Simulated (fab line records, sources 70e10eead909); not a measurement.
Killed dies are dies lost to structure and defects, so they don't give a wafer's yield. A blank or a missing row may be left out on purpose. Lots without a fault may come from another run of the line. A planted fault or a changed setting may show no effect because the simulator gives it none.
Which tool did it? | flow nand_harc | 6 lots, 18 wafers sampled, at 3 steps of a route of 1159

WHAT THE GAUGES READ, wafer by wafer
NHARC_P_M1_INSPECT_11.
lot  | measured     | on                | raw_defect_count
L320 | day 6 05:08  | defect_inspect-01 | 1 5 1
L321 | day 6 20:44  | defect_inspect-02 | 6 2 6
L329 | day 8 09:49  | defect_inspect-02 | 0 1 1
L331 | day 9 06:49  | defect_inspect-01 | 2 3 4
L337 | day 10 06:41 | defect_inspect-02 | 6 6 8
L341 | day 11 08:25 | defect_inspect-01 | 3 4 0

WHICH TOOL RAN EACH LOT (tool, then ch and the chambers of the sampled wafers, then the start)
lot  | NHARC_P_M0_ETCH_15                            | NHARC_P_M0_CMP_23
L320 | rie_diel-12 ch 1,2,3, day 6 03:08 or earlier  | cmp-04 ch 2,3, day 6 03:08
L321 | rie_diel-01 ch 0,3, day 6 18:50 or earlier    | cmp-02 ch 1,2,3, day 6 18:50
L329 | rie_diel-12 ch 2,3, day 8 07:56 or earlier    | cmp-01 ch 0,1, day 8 07:56
L331 | rie_diel-01 ch 0,1,3, day 9 04:57 or earlier  | cmp-01 ch 1,2,3, day 9 04:57
L337 | rie_diel-12 ch 0,1,2, day 10 04:43 or earlier | cmp-01 ch 1,3, day 10 04:43
L341 | rie_diel-09 ch 1,2, day 11 06:30 or earlier   | cmp-02 ch 0,1,3, day 11 06:30
- NHARC_P_M0_ETCH_15: etches the open film in C4F8/Ar, target depth 150 nm, overetch 15 nm, time 82.5 s.
- NHARC_P_M0_CMP_23: polishes, t overpolish 20 s, target thk 117.53 nm.

THE ANSWER, worked out from the rows above alone
Rule: what is usual is taken from the lots themselves. Put in order of their means at a reading, lots are off if they are a third of the lots or fewer, leave a main group of 4 or more, and stand apart from it by a gap of 3 or more times the standard deviation of the main group's means; of several such gaps the widest counts. A main group whose means are all the same, to the digits that the tables above print for the reading, isn't used. A lot without any number at a reading at which 4 lots or more have one is off too. The other lots that the step has rows for count as sound.
No lot is off at any reading shown: from this, nothing can be told.

WHAT THE SIMULATOR HAD PUT IN
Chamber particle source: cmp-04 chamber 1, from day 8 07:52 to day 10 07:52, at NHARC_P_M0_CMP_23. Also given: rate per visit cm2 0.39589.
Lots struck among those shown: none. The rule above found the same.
